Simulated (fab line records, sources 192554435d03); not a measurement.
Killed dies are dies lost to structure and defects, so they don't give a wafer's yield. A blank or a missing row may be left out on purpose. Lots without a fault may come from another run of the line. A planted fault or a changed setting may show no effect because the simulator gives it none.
Split-lot experiment | flow n5_finfet | 7 lots, 21 wafers read, on a route of 1938 steps

THE SPLIT
At N5_SD_EPI_N_EPI_21 (deposits Si:P, time 690 s), the setting epi_growth_time_s was moved away from the recipe's 690 s on 9 of the 21 wafers read, by -4.0% to +7.1%. The other wafers ran this setting at the recipe's value.

FROM THE SPLIT TO THE READING: what the file shows between them, 7 steps
- N5_SD_EPI_N_PRECLEAN_24: cleans in O3/DIW, time 60 s
- N5_SD_EPI_P_EPI_21: deposits SiGe:B, time 355 s
- N5_SD_EPI_P_HM_STRIP_48: strips SiNx in H3PO4, material SiNx, target depth 3 nm
- N5_SD_EPI_P_SRD_49: time 30 s
- N5_SD_EPI_P_PRECLEAN_24: cleans in O3/DIW, time 45 s
- N5_SD_ACTIVATION_RTA_00: time 0 s
- N5_SD_ACTIVATION_LSA_01: time 0.0008 s

THE READING
RS_SD_N, in ohm/sq, at N5_SD_ACTIVATION_RS_MEAS_03 (measures by four-point-probe). Fault-free wafers of this fab line usually give 21.8 ohm/sq, standard deviation 0.34 ohm/sq.

wafer  | tool, chamber at the split | epi_growth_time_s as run, s | against the recipe | RS_SD_N, ohm/sq | against lot-mates on the recipe
L075.1 | epi_rpcvd-01, 0            | 690                         | recipe             | 21.9            | -
L075.4 | epi_rpcvd-01, 0            | 731.3                       | +6.0%              | 21.0            | -0.9
L075.5 | epi_rpcvd-01, 0            | 731.3                       | +6.0%              | 21.2            | -0.7
L080.3 | epi_rpcvd-01, 0            | 690                         | recipe             | 21.6            | -
L080.4 | epi_rpcvd-01, 0            | 734.1                       | +6.4%              | 20.6            | -0.9
L080.6 | epi_rpcvd-01, 0            | 690                         | recipe             | 21.5            | -
L083.3 | epi_rpcvd-01, 0            | 739.2                       | +7.1%              | 21.6            | -0.8
L083.5 | epi_rpcvd-01, 0            | 690                         | recipe             | 22.4            | -
L083.6 | epi_rpcvd-01, 0            | 739.2                       | +7.1%              | 21.1            | -1.3
L084.1 | epi_rpcvd-04, 0            | 690                         | recipe             | 21.4            | -
L084.2 | epi_rpcvd-04, 0            | 690                         | recipe             | 21.8            | -
L084.5 | epi_rpcvd-04, 0            | 690                         | recipe             | 21.6            | -
L085.4 | epi_rpcvd-02, 0            | 690                         | recipe             | 21.4            | -
L085.5 | epi_rpcvd-02, 0            | 715.6                       | +3.7%              | 21.2            | -0.2
L085.6 | epi_rpcvd-02, 0            | 690                         | recipe             | 21.5            | -
L090.2 | epi_rpcvd-04, 0            | 690                         | recipe             | 21.6            | -
L090.3 | epi_rpcvd-04, 0            | 662.6                       | -4.0%              | 22.3            | +0.7
L090.6 | epi_rpcvd-04, 0            | 662.6                       | -4.0%              | 22.1            | +0.5
L092.1 | epi_rpcvd-01, 0            | 690                         | recipe             | 22.0            | -
L092.2 | epi_rpcvd-01, 0            | 665.8                       | -3.5%              | 22.2            | +0.4
L092.4 | epi_rpcvd-01, 0            | 690                         | recipe             | 21.6            | -

THE FIT
A straight line over all 21 wafers: RS_SD_N changes by -0.1 ohm/sq for each +1% of epi_growth_time_s; r = -0.77; the points scatter about the line by 0.29 ohm/sq.
The same after taking each lot's own level away (the mean of its wafers on the recipe; 21 wafers): -0.14 ohm/sq for each +1%; r = -0.96; scatter 0.15 ohm/sq.
On that fit, the largest move of epi_growth_time_s shifts the reading by 0.99 ohm/sq.
The lots' own levels span 21.45 to 22.40 ohm/sq, that is 2.8 times the standard deviation above.
So the lot-to-lot level blurs the effect unless lot-mates are compared.
Check: with one of the wafers moved furthest among these (+7.1%) left out of the fit, the line predicts -1.03 ohm/sq for it against its lot-mates. It came out at -0.8 ohm/sq against them.

THE WHOLE CHAIN: every reading that the file lists as answering this split, in the file's order
step                        | what it does                                           | reading                                                                         | change (the file's fit)               | r (the file's)
N5_SD_EPI_N_EPI_21          | deposits Si:P, time 690 s                              | Si-P_of_SD_EPI_N_EPI_21.thk_nm (the simulator's own value, which no gauge read) | +0.352 nm for each +1% of the setting | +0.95
N5_SD_EPI_P_HM_STRIP_48     | strips SiNx in H3PO4, material SiNx, target depth 3 nm | Si-P_of_SD_EPI_N_EPI_21.thk_nm (the simulator's own value, which no gauge read) | +0.339 nm for each +1% of the setting | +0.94
N5_SD_ACTIVATION_RS_MEAS_03 | measures by four-point-probe                           | RS_SD_N                                                                         | -0.137 for each +1% of the setting    | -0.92

THE FILE'S OWN FIT
RS_SD_N changes by -0.137 ohm/sq for each +1% of epi_growth_time_s, r = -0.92.
